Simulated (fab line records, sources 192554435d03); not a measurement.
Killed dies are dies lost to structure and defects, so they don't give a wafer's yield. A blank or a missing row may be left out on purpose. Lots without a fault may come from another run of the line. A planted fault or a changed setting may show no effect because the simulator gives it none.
One fault seen from 2 desks | flow n5_finfet | each desk has only its own numbers; what lay behind them comes last

THE TOOL OWNER'S DESK: rie_diel-02
The tool's own readings at N5_BEOL_M4_TRENCH_ETCH_37 (etches SiOC in C4F6/O2, target depth 55.555 nm, time 29.2 s): means of the sampled wafers that have a number, for each lot that ran on this tool. A lot is out of limits, marked OUT, if its mean lies more than 4 standard deviations from the usual mean; the brackets give that distance.
Columns: A = drypump_motor_current_A at N5_BEOL_M4_TRENCH_ETCH_37, usual 5.9 A; B = oes_product_au at N5_BEOL_M4_TRENCH_ETCH_37, usual 0.79 a.u.; C = rf_fwd_power_W at N5_BEOL_M4_TRENCH_ETCH_37, usual 350.0 W; D = rf_vpp_V at N5_BEOL_M4_TRENCH_ETCH_37, usual 668 V; E = showerhead_plenum_p_Torr at N5_BEOL_M4_TRENCH_ETCH_37, usual 2.89 Torr; F = throttle_valve_pct at N5_BEOL_M4_TRENCH_ETCH_37, usual 20.82 %
lot  | first seen here | A   | B    | C               | D              | E    | F
L414 | day 8 13:14     | 6.2 | 0.84 | 350.9           | 669            | 2.99 | 20.65
L413 | day 8 13:58     | 6.1 | 0.88 | 351.1           | 668            | 2.96 | 20.72
L415 | day 9 02:00     | 6.3 | 0.78 | 266.7 (-46) OUT | 770 (+9.3) OUT | 2.99 | 20.64
L417 | day 9 10:17     | 6.1 | 0.82 | 264.9 (-47) OUT | 768 (+9.1) OUT | 2.96 | 20.73
L422 | day 10 13:12    | 6.2 | 0.77 | 266.1 (-47) OUT | 770 (+9.3) OUT | 2.99 | 20.66
This desk's finding: out of limits on L415, L417, L422; first on L415, day 9 02:00 (rf_fwd_power_W at N5_BEOL_M4_TRENCH_ETCH_37). In limits: L414, L413.

THE METROLOGY DESK
What the gauges read, lot by lot, whatever tool the lot ran on: means of the sampled wafers that have a number. A lot is out of limits, marked OUT, if its mean lies more than 4 standard deviations from the usual mean; the brackets give that distance. Of its 16 readings 7 are shown: the one that was out of limits first, and those that lie furthest out on some lot.
Columns: A = trench_depth_nm at N5_BEOL_M4_OCD_MEAS_38, usual 55.6 nm; B = M4_THK at N5_BEOL_M4_THK_MEAS_53, usual 40.8 nm; C = M4_RS at N5_BEOL_M4_RS_MEAS_58, usual 0.66 ohm/sq; D = DIBL_N at N5_BEOL_M4_RC_MEAS_101, usual 36.3 mV/V; E = ION_N at N5_BEOL_M4_RC_MEAS_101, usual 677 uA/um; F = SERP_M4 at N5_BEOL_M4_RC_MEAS_101, usual 194 ohm/um; G = SERP_M4_max_site at N5_BEOL_M4_RC_MEAS_101, usual 207 ohm/um
lot  | first seen here | A               | B               | C               | D    | E   | F   | G
L414 | day 8 09:01     | 55.0            | 39.8            | 0.68            | 36.2 | 672 | 205 | 222
L413 | day 8 12:58     | 55.8            | 41.3            | 0.67            | 35.3 | 673 | 176 | 188
L415 | day 8 21:59     | 49.9 (-5.2) OUT | 34.4 (-4.2) OUT | 0.81 (+4.9) OUT | 37.9 | 691 | 237 | 249
L417 | day 8 23:27     | 50.8 (-4.4) OUT | 34.7 (-4.1) OUT | 0.82 (+5.1) OUT | 37.2 | 689 | 243 | 262
L422 | day 9 19:20     | 50.1 (-5.0) OUT | 35.6            | 0.79 (+4.2) OUT | 34.4 | 667 | 230 | 258
L434 | day 13 07:52    | 55.1            | 40.5            | 0.67            | 32.8 | 654 | 188 | 201
L436 | day 13 15:00    | 55.1            | 38.9            | 0.70            | 35.5 | 680 | 213 | 229
L435 | day 13 17:15    | 55.5            | 39.3            | 0.70            | 36.2 | 682 | 215 | 231
This desk's finding: out of limits on L415, L417, L422; first on L415, day 9 02:09 (trench_depth_nm at N5_BEOL_M4_OCD_MEAS_38). In limits: L414, L413, L434, L436, L435.

PUT TOGETHER
The tool owner's desk could have raised an alarm at day 9 02:00, on L415, L417, L422.
The metrology desk could have raised an alarm at day 9 02:09, on L415, L417, L422.
Of the lots named, all ran N5_BEOL_M4_TRENCH_ETCH_37 on rie_diel-02.

WHAT THE SIMULATOR HAD PUT IN
Process parameter drift: rie_diel-02, from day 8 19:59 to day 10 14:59, at N5_BEOL_M4_TRENCH_ETCH_37. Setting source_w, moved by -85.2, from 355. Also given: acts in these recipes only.
Lots struck among those shown: L415, L417, L422.
Hours from the fault's start to each desk's first reading out of limits: the tool owner's desk, 6; the metrology desk, 6.
